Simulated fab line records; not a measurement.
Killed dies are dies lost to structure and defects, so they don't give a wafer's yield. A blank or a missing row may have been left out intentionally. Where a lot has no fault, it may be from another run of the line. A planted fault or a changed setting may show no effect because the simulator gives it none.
What tool caused it? ; flow nand_harc ; 12 lots with 36 wafers sampled at 6 steps, on a route of 1159 steps

## WHAT THE GAUGES READ, wafer by wafer
NHARC_A_SLIT_INSPECT_11.
lot;measured;on;raw_defect_count
L074;day 14 22:23;defect_inspect-02;15 10 17
L079;day 15 04:31;defect_inspect-01;14 9 13
L078;day 15 16:15;defect_inspect-01;23 25 20
L080;day 15 14:22;defect_inspect-02;9 18 20
L084;day 17 04:34;defect_inspect-01;28 22 21
L086;day 17 05:40;defect_inspect-01;31 38 31
L085;day 17 04:05;defect_inspect-01;46 32 35
L087;day 17 22:49;defect_inspect-02;10 11 12
L092;day 18 22:16;defect_inspect-02;21 28 22
L094;day 18 22:23;defect_inspect-02;40 40 40
L095;day 19 19:22;defect_inspect-02;24 23 21
L097;day 20 02:22;defect_inspect-01;24 28 17

## TOOL THAT RAN EACH LOT (tool first, then ch and the chambers of the sampled wafers, then the start)
lot;NHARC_A_STAIRCASE_TRIM_198;NHARC_A_STAIRCASE_ETCH_225;NHARC_A_STAIRCASE_ETCHBACK_157;NHARC_A_STAIRCASE_DEP_471;NHARC_A_STAIRCASE_CMP_472
L074;rie_diel-07 ch 1,2,3, day 14 09:55 or earlier;rie_diel-08 ch 1,2,3, day 14 09:55 or earlier;rie_diel-07 ch 2,3, day 14 09:55;pecvd-02 ch 0,1, day 14 10:58;cmp-02 ch 0,1,2, day 14 11:12
L079;rie_diel-01 ch 2,3, day 14 17:08 or earlier;rie_diel-08 ch 1,3, day 14 17:08 or earlier;rie_diel-08 ch 0,2,3, day 14 17:08;pecvd-01 ch 1,2, day 14 17:30;cmp-02 ch 0,1,2, day 14 17:47
L078;rie_diel-01 ch 0,2,3, day 14 23:29 or earlier;rie_diel-08 ch 0,1,2, day 14 23:29 or earlier;rie_diel-08 ch 1,2,3, day 14 23:29;pecvd-03 ch 0,1, day 14 23:49;cmp-02 ch 0,1,2, day 15 00:07
L080;rie_diel-08 ch 0,2,3, day 14 23:14 or earlier;rie_diel-08 ch 0,2,3, day 14 23:14 or earlier;rie_diel-01 ch 1,2, day 14 23:14;pecvd-01 ch 0,2, day 14 23:37;cmp-01 ch 2,3, day 14 23:52
L084;rie_diel-07 ch 0,1,2, day 16 15:37 or earlier;rie_diel-07 ch 0,2,3, day 16 15:37 or earlier;rie_diel-01 ch 1,2,3, day 16 15:37;pecvd-01 ch 0,1,2, day 16 15:53;cmp-04 ch 0,2,3, day 16 16:10
L086;rie_diel-08 ch 1,2,3, day 16 15:14 or earlier;rie_diel-07 ch 1,2, day 16 15:14 or earlier;rie_diel-01 ch 0,1,3, day 16 15:14;pecvd-02 ch 0,1,2, day 16 15:32;cmp-02 ch 1,2, day 16 15:49
L085;rie_diel-08 ch 1,2,3, day 16 15:28 or earlier;rie_diel-08 ch 2,3, day 16 15:28 or earlier;rie_diel-01 ch 0,2,3, day 16 15:28;pecvd-02 ch 0,1,2, day 16 15:50;cmp-02 ch 0,1, day 16 16:07
L087;rie_diel-08 ch 0,1,2, day 17 09:58 or earlier;rie_diel-01 ch 1,2,3, day 17 09:58 or earlier;rie_diel-08 ch 1,2,3, day 17 09:58;pecvd-03 ch 0,1, day 17 10:15;cmp-01 ch 0,1,3, day 17 10:32
L092;rie_diel-08 ch 0,2,3, day 18 12:09 or earlier;rie_diel-07 ch 0,1,3, day 18 12:09 or earlier;rie_diel-08 ch 0,1,3, day 18 12:09;pecvd-02 ch 0,1,2, day 18 12:29;cmp-01 ch 0,1,3, day 18 12:45
L094;rie_diel-08 ch 0,2,3, day 18 10:16 or earlier;rie_diel-01 ch 0,1, day 18 10:16 or earlier;rie_diel-01 ch 0,1, day 18 10:16;pecvd-03 ch 0,1,2, day 18 10:37;cmp-01 ch 1,2, day 18 10:48
L095;rie_diel-01 ch 0,2,3, day 19 07:52 or earlier;rie_diel-08 ch 1,2,3, day 19 07:52 or earlier;rie_diel-08 ch 0,2,3, day 19 07:52;pecvd-02 ch 0,1,2, day 19 08:10;cmp-01 ch 0,1,2, day 19 08:26
L097;rie_diel-07 ch 0,2,3, day 19 11:59 or earlier;rie_diel-01 ch 0,1,2, day 19 11:59 or earlier;rie_diel-01 ch 0,2,3, day 19 11:59;pecvd-03 ch 0,2, day 19 12:52;cmp-04 ch 0,2,3, day 19 13:07
- NHARC_A_STAIRCASE_TRIM_198: chemistry O2, time 211.2 s.
- NHARC_A_STAIRCASE_ETCH_225: etches the open film in C4F8/O2, target depth 100 nm, time 40.5 s.
- NHARC_A_STAIRCASE_ETCHBACK_157: etches the open film in CH3F/O2, target depth 90 nm, time 167.14 s.
- NHARC_A_STAIRCASE_DEP_471: deposits SiO2, target thk 100 nm.
- NHARC_A_STAIRCASE_CMP_472: polishes SiO2.

## THE ANSWER, worked out from the rows above alone
Rule: the lots themselves supply what counts as usual. The widest of any qualifying gaps counts: lots, ordered by their means at a reading, are off when they make up no more than a third of the lots, leave a main group of 4 or more, and stand apart from it by 3 or more times the standard deviation of that group's means. A main group is skipped when, at the precision printed for the reading in the tables above, its means are all equal. A lot without any number at a reading at which 4 lots or more have one is off too. Any other lot the step has rows for is counted as sound.
Nothing can be told from this: no lot is off at any reading shown.

## WHAT THE SIMULATOR HAD PUT IN
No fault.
